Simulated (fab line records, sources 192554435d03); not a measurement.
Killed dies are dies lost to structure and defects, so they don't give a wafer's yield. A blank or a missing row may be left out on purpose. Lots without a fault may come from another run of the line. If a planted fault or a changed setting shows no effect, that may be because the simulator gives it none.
fab line records    flow n5_finfet
record: lots: 7  wafers: 39
route steps=1938 shown ZERO_LAYER@4 DUMMY_GATE@221 HKMG_FIN@435 BEOL_M0_SAQP@692 BEOL_M1@835 BEOL_M3@1017 BEOL_M4@1111
start_h: the number of hours between the record's first day and the start of the first shown wafer of the lot    wait_h: time in hours since the lot's previous step    " the same as in the row above    L1.1+2: one row covering several wafers at once    - no value, or no start was given    * or withheld: withheld    < > ~ a bound
route shown NAME@n: names a module that has steps shown in the file, with the first one's number in the route    usual: mean/standard deviation taken from wafers without a fault    same: alike in all rows    chamber/n: place in a boat    sites: readings site by site    _std_site: standard deviation of those values    _edge_site: the outer-site mean with the inner-site mean subtracted    radius_mm: for every site, how far away it sits from the centre of the wafer    mask NAME#n: copy n    behind: tool/chamber where the wafer was last shaped    hold: the reason the lot was held/the length of the hold in hours/how it ended    device: the n, p or np transistor that did not switch    end of line: tests of these same wafers at the route's end    a step without rows: its recipe alone    killed: at the first sort, the dies lost to defects and structure; wafer yield is something else    map: the dies of a wafer, with x for killed, . for not killed, _ for no die there
set.NAME: setting as actually run; set.NAME@STEP: the setting as run at that earlier step    model.NAME: the simulator's own value behind a step, which no gauge read
lots whose settings were changed on purpose; a table a step, a row a wafer
== steps ==
step: N5_ZERO_LAYER_PECVD_02
recipe: material: SiO2  target_thk_a: 100  temp_c: 400  precursor: SiH4/N2O  pressure_torr: 0.75  rf_w: 275  time_s: 6
step: N5_ZERO_LAYER_DEVELOP_10
recipe: develop_time_s: 60  rinse_liquid: diw  dry: air_spin  dev_temp_c: 21
step: N5_DUMMY_GATE_PECVD_30
recipe: material: SiO2  target_thk_a: 550  temp_c: 400  precursor: TEOS/O2  pressure_torr: 6.5  rf_w: withheld  teos_flow_sccm: withheld  gas: O2  flow_sccm: 2650  time_s: 10.8
step: N5_HKMG_FIN_ETCH_32
recipe: chemistry: N2/H2  target: SOC  target_depth_a: 2400  temp_c: 40  time_s: 300  ion_energy_ev: 200  mask_material: SiARC  pressure_mtorr: 30  source_w: 840  bias_w: 150  n2_flow_sccm: 200  h2_flow_sccm: 200
step: N5_BEOL_M0_SAQP_DESCUM_45
recipe: chemistry: O2  time_s: 7  source_power_w: 50  bias_power_w: 20  pressure_mtorr: 20  rf_frequency_hz: 2.712e+07  temp_c: 40  resist: CAR-EUV  o2_flow_sccm: 225
step: N5_BEOL_M1_PRE_CLEAN_60
recipe: gas: NH3/H2  time_s: 15  temp_c: *  rf_power_w: 300
step: N5_BEOL_M3_PRE_CLEAN_56
recipe: gas: NH3  time_s: 15  temp_c: withheld  rf_power_w: 300
step: N5_BEOL_M4_RC_MEAS_101
usual: CJ_N: 4.33/0.095  RS_PWELL: 3002/22
lot.wafer  tool       chamber  start_h  wait_h  set.time_s@ZERO_LAYER_PECVD_02  set.develop_time_s@ZERO_LAYER_DEVELOP_10  set.time_s@DUMMY_GATE_PECVD_30  set.target_depth_a@HKMG_FIN_ETCH_32  set.time_s@BEOL_M0_SAQP_DESCUM_45  set.time_s@BEOL_M1_PRE_CLEAN_60  set.time_s@BEOL_M3_PRE_CLEAN_56  CJ_N  RS_PWELL[ohm/sq]
L076.2     prober-01  0        192.44   0.2     6                               60                                        10.8                            2400                                 7                                  15                               15                               4.34  3018
L076.3     "          0        "        "       6                               60                                        10.8                            2400                                 7                                  15                               15                               4.53  3038
L076.5     "          0        "        "       6                               60                                        10.8                            2400                                 7                                  15                               15                               4.56  3068
L080.1     prober-01  0        197.43   0.0     6                               47.43                                     10.8                            2400                                 10.29                              21.78                            8.077                            4.47  2981
L080.2     "          0        "        "       6                               47.43                                     12.85                           2400                                 7                                  15                               8.077                            4.48  2991
L080.3     "          0        "        "       6                               60                                        12.85                           2400                                 10.29                              21.78                            15                               4.39  3005
L080.4     "          0        "        "       3.916                           60                                        12.85                           2400                                 7                                  15                               15                               4.07  2923
L080.5     "          0        "        "       3.916                           47.43                                     10.8                            2400                                 10.29                              15                               15                               4.08  2946
L080.6     "          0        "        "       3.916                           60                                        10.8                            2400                                 7                                  21.78                            8.077                            4.19  2925
L083.1     prober-02  0        221.02   0.0     3.492                           44.03                                     10.8                            2400                                 4.811                              19.28                            15                               4.09  2923
L083.2     "          0        "        "       6                               44.03                                     10.8                            2400                                 4.811                              19.28                            21.11                            4.28  3002
L083.3     "          0        "        "       3.492                           60                                        7.136                           961                                  4.811                              15                               15                               4.03  2953
L083.4     "          0        "        "       6                               60                                        10.8                            961                                  7                                  15                               21.11                            4.32  2994
L083.5     "          0        "        "       3.492                           44.03                                     7.136                           961                                  7                                  19.28                            15                               4.12  2919
L083.6     "          0        "        "       6                               60                                        7.136                           2400                                 7                                  15                               21.11                            4.31  3007
L085.1     prober-01  0        232.06   0.0     3.731                           73.95                                     10.8                            2400                                 7                                  15                               15                               3.93  2954
L085.2     "          0        "        "       3.731                           60                                        10.8                            2400                                 7                                  8.788                            11.1                             3.97  2951
L085.3     "          0        "        "       6                               73.95                                     10.8                            2400                                 7                                  8.788                            15                               4.25  3019
L085.4     "          0        "        "       3.731                           60                                        10.8                            2400                                 7                                  15                               15                               4.03  2934
L085.5     "          0        "        "       6                               60                                        10.8                            2400                                 7                                  8.788                            11.1                             4.29  2988
L085.6     "          0        "        "       6                               73.95                                     10.8                            2400                                 7                                  15                               11.1                             4.32  3002
L091.1     prober-02  0        260.94   0.0     6                               60                                        15.8                            2400                                 7                                  15                               15                               4.27  3031
L091.2     "          0        "        "       7.094                           38.75                                     15.8                            2400                                 10.35                              19.4                             17.65                            4.47  3033
L091.3     "          0        "        "       6                               60                                        10.8                            1412                                 7                                  19.4                             17.65                            4.23  3031
L091.4     "          0        "        "       7.094                           38.75                                     10.8                            2400                                 7                                  19.4                             15                               4.47  3026
L091.5     "          0        "        "       6                               38.75                                     10.8                            1412                                 10.35                              15                               15                               4.37  3027
L091.6     "          0        "        "       7.094                           60                                        15.8                            1412                                 10.35                              15                               17.65                            4.42  3036
L090.1     prober-01  0        265.84   0.0     6                               60                                        10.8                            1230                                 7                                  15                               15                               4.32  3008
L090.2     "          0        "        "       6                               60                                        16.4                            1230                                 3.813                              15                               15                               4.22  2999
L090.3     "          0        "        "       8.705                           60                                        10.8                            1230                                 3.813                              15                               19.71                            4.66  3061
L090.4     "          0        "        "       8.705                           60                                        16.4                            2400                                 7                                  15                               15                               4.65  3071
L090.5     "          0        "        "       8.705                           60                                        16.4                            2400                                 3.813                              15                               19.71                            4.60  3030
L090.6     "          0        "        "       6                               60                                        10.8                            2400                                 7                                  15                               19.71                            4.23  2982
L092.1     prober-01  0        276.40   0.0     7.565                           60                                        6.101                           1033                                 7                                  17.88                            15                               4.55  3005
L092.2     "          0        "        "       6                               28.11                                     6.101                           1033                                 7                                  15                               15                               4.29  2987
L092.3     "          0        "        "       7.565                           60                                        10.8                            1033                                 7                                  17.88                            15                               4.43  3045
L092.4     "          0        "        "       7.565                           28.11                                     6.101                           2400                                 7                                  15                               15                               4.36  3031
L092.5     "          0        "        "       6                               28.11                                     10.8                            2400                                 7                                  17.88                            15                               4.33  2970
L092.6     "          0        "        "       6                               60                                        10.8                            2400                                 7                                  15                               15                               4.28  2998
== key ==
split: step: N5_ZERO_LAYER_PECVD_02  setting: time_s  stated_as: 6
response: step: N5_BEOL_M4_RC_MEAS_101  reading: CJ_N  slope: +0.00803  per: 1%  together_with: all  explained: 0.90
response: step: N5_BEOL_M4_RC_MEAS_101  reading: RS_PWELL  slope: +1.46  per: 1%  together_with: all  explained: 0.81
split: step: N5_ZERO_LAYER_DEVELOP_10  setting: develop_time_s  stated_as: 60
response none clear
split: step: N5_DUMMY_GATE_PECVD_30  setting: time_s  stated_as: 10.8
response none clear
split: step: N5_HKMG_FIN_ETCH_32  setting: target_depth_a  stated_as: 2400
response none clear
split: step: N5_BEOL_M0_SAQP_DESCUM_45  setting: time_s  stated_as: 7
response none clear
split: step: N5_BEOL_M1_PRE_CLEAN_60  setting: time_s  stated_as: 15
response none clear
split: step: N5_BEOL_M3_PRE_CLEAN_56  setting: time_s  stated_as: 15
response none clear
